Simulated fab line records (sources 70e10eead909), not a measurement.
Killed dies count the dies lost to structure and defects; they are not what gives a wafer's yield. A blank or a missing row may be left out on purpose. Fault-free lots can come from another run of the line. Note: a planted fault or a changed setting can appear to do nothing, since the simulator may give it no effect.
Chamber matching | flow nand harc | NHARC_A_SGD_CUT_ETCHBACK_24 on rie diel-08 has 4 sister chambers
The step etches the open film in CH3F/O2, target depth 50 nm, time 92.857 s. 14 wafers are shown with their chamber, then 7 later ones without.

## WAFERS PAIRED WITH THEIR CHAMBERS
wafer  | chamber | drypump motor current A (A) | rf vpp V (V) | oes product au (a.u.)
L500.2 | 2       | 6.3                         | 244.9        | 0.94
L500.3 | 0       | 5.9                         | 245.4        | 0.93
L500.5 | 1       | 5.1                         | 243.5        | 0.92
L503.2 | 0       | 5.9                         | 246.3        | 0.98
L503.3 | 2       | 6.3                         | 244.2        | 1.00
L503.5 | 3       | 6.3                         | 246.4        | 1.02
L505.2 | 3       | 6.3                         | 244.2        | 0.95
L505.4 | 0       | 5.9                         | 246.8        | 0.93
L505.6 | 3       | 6.3                         | 245.9        | 0.95
L507.1 | 1       | 5.1                         | 244.6        | 0.93
L507.3 | 0       | 6.0                         | 246.1        | 0.91
L507.5 | 3       | 6.3                         | 246.1        | 0.94
L514.1 | 0       | 5.9                         | 246.8        | 0.94
L514.2 | 3       | 6.3                         | 246.2        | 0.95

SIGNATURES (averages over the wafers above)
reading                 | chamber 0 | chamber 1 | chamber 2 | chamber 3 | scatter within a chamber
drypump motor current A | 5.920     | 5.100     | 6.300     | 6.300     | 0.0283
rf vpp V                | 246.280   | 244.050   | 244.550   | 245.760   | 0.733
oes product au          | 0.9380    | 0.9250    | 0.9700    | 0.9620    | 0.0297
Rule: a wafer lies at a distance from a chamber equal to the root of the sum of squares, over the readings, of (its reading less the chamber's mean, divided by the reading's scatter). The wafer belongs to the nearest chamber; if the next one is less than 2 further off, it can't be placed. The scatter: take each reading less its chamber's mean, square it, sum over the shown wafers, divide by the number of wafers less the number of chambers, and take the root.

## WAFERS WITHOUT THEIR CHAMBER
wafer  | drypump motor current A (A) | rf vpp V (V) | oes product au (a.u.)
L514.5 | 5.2                         | 244.1        | 0.97
L519.1 | 6.3                         | 244.0        | 0.84
L519.4 | 5.1                         | 243.0        | 1.00
L519.6 | 6.0                         | 244.5        | 0.99
L520.1 | 6.3                         | 246.4        | 1.02
L520.3 | 6.3                         | 243.1        | 0.84
L520.6 | 6.4                         | 243.6        | 0.84

## WHICH CHAMBER EACH ONE RAN IN
wafer  | from the rows above     | in truth
L514.5 | 1                       | 1
L519.1 | can't be placed: 2 or 3 | 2
L519.4 | 1                       | 1
L519.6 | 0                       | 0
L520.1 | can't be placed: 3 or 2 | 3
L520.3 | can't be placed: 2 or 3 | 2
L520.6 | can't be placed: 2 or 3 | 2
3 of 7 placed correctly. These rows do not allow placing 4 (true chamber among the candidates in 4). 0 placed wrongly.
